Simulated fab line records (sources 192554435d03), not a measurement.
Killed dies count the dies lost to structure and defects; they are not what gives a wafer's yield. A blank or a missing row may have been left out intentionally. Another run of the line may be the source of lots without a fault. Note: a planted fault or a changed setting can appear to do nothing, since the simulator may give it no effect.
Matching of chambers + flow n5Finfet + N5_BEOL_M1_VIA_ETCH_34 on rieDiel-06: 4 sister chambers
The step etches the open film in C4F6/O2, target depth 67.8 nm, time 64.4 s. 14 wafers are shown with their chamber, then 7 later ones without.

## WAFERS WITH THEIR CHAMBER
| wafer  | chamber | showerheadPlenumPTorr (Torr) | rfVppV (V) | drypumpMotorCurrentA (A) |
|--------|---------|------------------------------|------------|--------------------------|
| L074.2 | 3       | 2.71                         | 670        | 5.87                     |
| L074.3 | 0       | 2.76                         | 671        | 5.56                     |
| L074.5 | 2       | 2.72                         | 668        | 5.35                     |
| L075.3 | 0       | 2.76                         | 671        | 5.57                     |
| L075.4 | 3       | 2.71                         | 670        | 5.88                     |
| L075.6 | 3       | 2.71                         | 669        | 5.88                     |
| L084.4 | 0       | 2.75                         | 671        | 5.57                     |
| L084.5 | 1       | 2.68                         | 645        | 5.63                     |
| L084.6 | 3       | 2.71                         | 668        | 5.85                     |
| L086.1 | 0       | 2.75                         | 670        | 5.57                     |
| L086.3 | 3       | 2.71                         | 668        | 5.90                     |
| L086.5 | 3       | 2.71                         | 669        | 5.90                     |
| L087.3 | 1       | 2.68                         | 646        | 5.66                     |
| L087.4 | 0       | 2.75                         | 669        | 5.55                     |

SIGNATURES (averages over the wafers above)
| reading               | chamber 0 | chamber 1 | chamber 2 | chamber 3 | scatter within a chamber |
|-----------------------|-----------|-----------|-----------|-----------|--------------------------|
| showerheadPlenumPTorr | 2.7540    | 2.6800    | 2.7200    | 2.7100    | 0.00346                  |
| rfVppV                | 670.40    | 645.50    | 668.00    | 669.00    | 0.877                    |
| drypumpMotorCurrentA  | 5.5640    | 5.6450    | 5.3500    | 5.8800    | 0.016                    |
Rule: for each reading, subtract the chamber's mean from the wafer's reading, divide by that reading's scatter and square the result; add these up over the readings and take the root, which gives the wafer's distance from the chamber. The wafer belongs to the nearest chamber; if the next one is less than 2 further off, it can't be placed. The scatter is the square root of a quotient: the sum, over the shown wafers, of each reading's squared deviation from its chamber's mean, divided by wafers minus chambers.

## WAFERS MISSING THEIR CHAMBER
| wafer  | showerheadPlenumPTorr (Torr) | rfVppV (V) | drypumpMotorCurrentA (A) |
|--------|------------------------------|------------|--------------------------|
| L087.6 | 2.68                         | 645        | 5.63                     |
| L095.4 | 3.05                         | 680        | 5.33                     |
| L095.5 | 3.05                         | 679        | 5.36                     |
| L095.6 | 2.70                         | 667        | 5.88                     |
| L097.2 | 2.74                         | 671        | 5.55                     |
| L097.3 | 3.05                         | 680        | 5.32                     |
| L097.5 | 2.70                         | 668        | 5.87                     |

## WHICH CHAMBER EACH ONE RAN IN
| wafer  | from the rows above | in truth                   |
|--------|---------------------|----------------------------|
| L087.6 | 1                   | 1                          |
| L095.4 | 0                   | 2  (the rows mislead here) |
| L095.5 | 0                   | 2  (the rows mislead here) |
| L095.6 | 3                   | 3                          |
| L097.2 | 0                   | 0                          |
| L097.3 | 0                   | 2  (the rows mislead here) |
| L097.5 | 3                   | 3                          |
4 of 7 placed correctly. Can't be placed from these rows: 0. Wrongly placed: 3.
